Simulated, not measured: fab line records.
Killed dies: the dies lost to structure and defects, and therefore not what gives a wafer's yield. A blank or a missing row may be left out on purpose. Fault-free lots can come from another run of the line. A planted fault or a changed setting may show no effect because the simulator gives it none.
Matching of chambers || flow n5_finfet || N5_FIN_SAQP_PECVD_06 on pecvd-03: 3 sister chambers
The step deposits a-Si from SiH4/He, target thk 60 nm, time 48.1 s. 16 wafers are shown with their chamber, then 8 later ones without.

== WAFERS, EACH WITH ITS CHAMBER ==
{"wafer": "L076.3", "chamber": 2, "throttle_valve_pct (%)": 16.6, "heater_power_w (W)": 970, "showerhead_plenum_p_Torr (Torr)": 5.64}
{"wafer": "L076.4", "chamber": 2, "throttle_valve_pct (%)": 16.5, "heater_power_w (W)": 969, "showerhead_plenum_p_Torr (Torr)": 5.64}
{"wafer": "L076.6", "chamber": 0, "throttle_valve_pct (%)": 18.7, "heater_power_w (W)": 771, "showerhead_plenum_p_Torr (Torr)": 5.61}
{"wafer": "L081.3", "chamber": 2, "throttle_valve_pct (%)": 17.0, "heater_power_w (W)": 966, "showerhead_plenum_p_Torr (Torr)": 5.64}
{"wafer": "L081.5", "chamber": 0, "throttle_valve_pct (%)": 19.1, "heater_power_w (W)": 846, "showerhead_plenum_p_Torr (Torr)": 5.61}
{"wafer": "L081.6", "chamber": 2, "throttle_valve_pct (%)": 16.7, "heater_power_w (W)": 959, "showerhead_plenum_p_Torr (Torr)": 5.63}
{"wafer": "L082.1", "chamber": 1, "throttle_valve_pct (%)": 20.6, "heater_power_w (W)": 900, "showerhead_plenum_p_Torr (Torr)": 5.64}
{"wafer": "L082.3", "chamber": 0, "throttle_valve_pct (%)": 18.5, "heater_power_w (W)": 858, "showerhead_plenum_p_Torr (Torr)": 5.63}
{"wafer": "L082.4", "chamber": 0, "throttle_valve_pct (%)": 18.3, "heater_power_w (W)": 864, "showerhead_plenum_p_Torr (Torr)": 5.60}
{"wafer": "L090.1", "chamber": 1, "throttle_valve_pct (%)": 20.8, "heater_power_w (W)": 887, "showerhead_plenum_p_Torr (Torr)": 5.63}
{"wafer": "L090.2", "chamber": 2, "throttle_valve_pct (%)": 16.9, "heater_power_w (W)": 989, "showerhead_plenum_p_Torr (Torr)": 5.63}
{"wafer": "L090.4", "chamber": 0, "throttle_valve_pct (%)": 18.8, "heater_power_w (W)": 758, "showerhead_plenum_p_Torr (Torr)": 5.62}
{"wafer": "L092.2", "chamber": 1, "throttle_valve_pct (%)": 20.9, "heater_power_w (W)": 867, "showerhead_plenum_p_Torr (Torr)": 5.64}
{"wafer": "L092.3", "chamber": 2, "throttle_valve_pct (%)": 16.7, "heater_power_w (W)": 1022, "showerhead_plenum_p_Torr (Torr)": 5.63}
{"wafer": "L092.5", "chamber": 2, "throttle_valve_pct (%)": 16.9, "heater_power_w (W)": 988, "showerhead_plenum_p_Torr (Torr)": 5.65}
{"wafer": "L094.2", "chamber": 0, "throttle_valve_pct (%)": 18.7, "heater_power_w (W)": 828, "showerhead_plenum_p_Torr (Torr)": 5.60}

SIGNATURES (averages over the wafers above)
{"reading": "throttle_valve_pct", "chamber 0": 18.683, "chamber 1": 20.767, "chamber 2": 16.757, "scatter within a chamber": 0.217}
{"reading": "heater_power_w", "chamber 0": 820.83, "chamber 1": 884.67, "chamber 2": 980.43, "scatter within a chamber": 32.4}
{"reading": "showerhead_plenum_p_Torr", "chamber 0": 5.6117, "chamber 1": 5.6367, "chamber 2": 5.6371, "scatter within a chamber": 0.00917}
Rule: for a wafer and a chamber, the distance is found by dividing, reading by reading, the gap between the wafer's reading and the chamber's mean by the reading's scatter, squaring, summing and taking the root. If the next closest chamber is less than 2 further off than the closest, the wafer can't be placed; otherwise it belongs to the closest. The scatter is the square root of a quotient: the sum, over the shown wafers, of each reading's squared deviation from its chamber's mean, divided by wafers minus chambers.

== WAFERS WITHOUT THEIR CHAMBER ==
{"wafer": "L094.5", "throttle_valve_pct (%)": 20.8, "heater_power_w (W)": 891, "showerhead_plenum_p_Torr (Torr)": 5.63}
{"wafer": "L094.6", "throttle_valve_pct (%)": 16.7, "heater_power_w (W)": 996, "showerhead_plenum_p_Torr (Torr)": 5.62}
{"wafer": "L096.1", "throttle_valve_pct (%)": 18.9, "heater_power_w (W)": 828, "showerhead_plenum_p_Torr (Torr)": 5.61}
{"wafer": "L096.2", "throttle_valve_pct (%)": 21.0, "heater_power_w (W)": 979, "showerhead_plenum_p_Torr (Torr)": 5.63}
{"wafer": "L096.6", "throttle_valve_pct (%)": 18.4, "heater_power_w (W)": 844, "showerhead_plenum_p_Torr (Torr)": 5.62}
{"wafer": "L097.1", "throttle_valve_pct (%)": 21.0, "heater_power_w (W)": 913, "showerhead_plenum_p_Torr (Torr)": 5.64}
{"wafer": "L097.3", "throttle_valve_pct (%)": 18.9, "heater_power_w (W)": 892, "showerhead_plenum_p_Torr (Torr)": 5.61}
{"wafer": "L097.5", "throttle_valve_pct (%)": 18.7, "heater_power_w (W)": 869, "showerhead_plenum_p_Torr (Torr)": 5.61}

== WHICH CHAMBER EACH WENT THROUGH ==
{"wafer": "L094.5", "from the rows above": 1, "in truth": 1}
{"wafer": "L094.6", "from the rows above": 2, "in truth": 2}
{"wafer": "L096.1", "from the rows above": 0, "in truth": 0}
{"wafer": "L096.2", "from the rows above": 1, "in truth": 1}
{"wafer": "L096.6", "from the rows above": 0, "in truth": 0}
{"wafer": "L097.1", "from the rows above": 1, "in truth": 1}
{"wafer": "L097.3", "from the rows above": 0, "in truth": 0}
{"wafer": "L097.5", "from the rows above": 0, "in truth": 0}
Placed correctly: 8 of 8. Left unplaced by these rows: 0. Placed wrongly: 0.
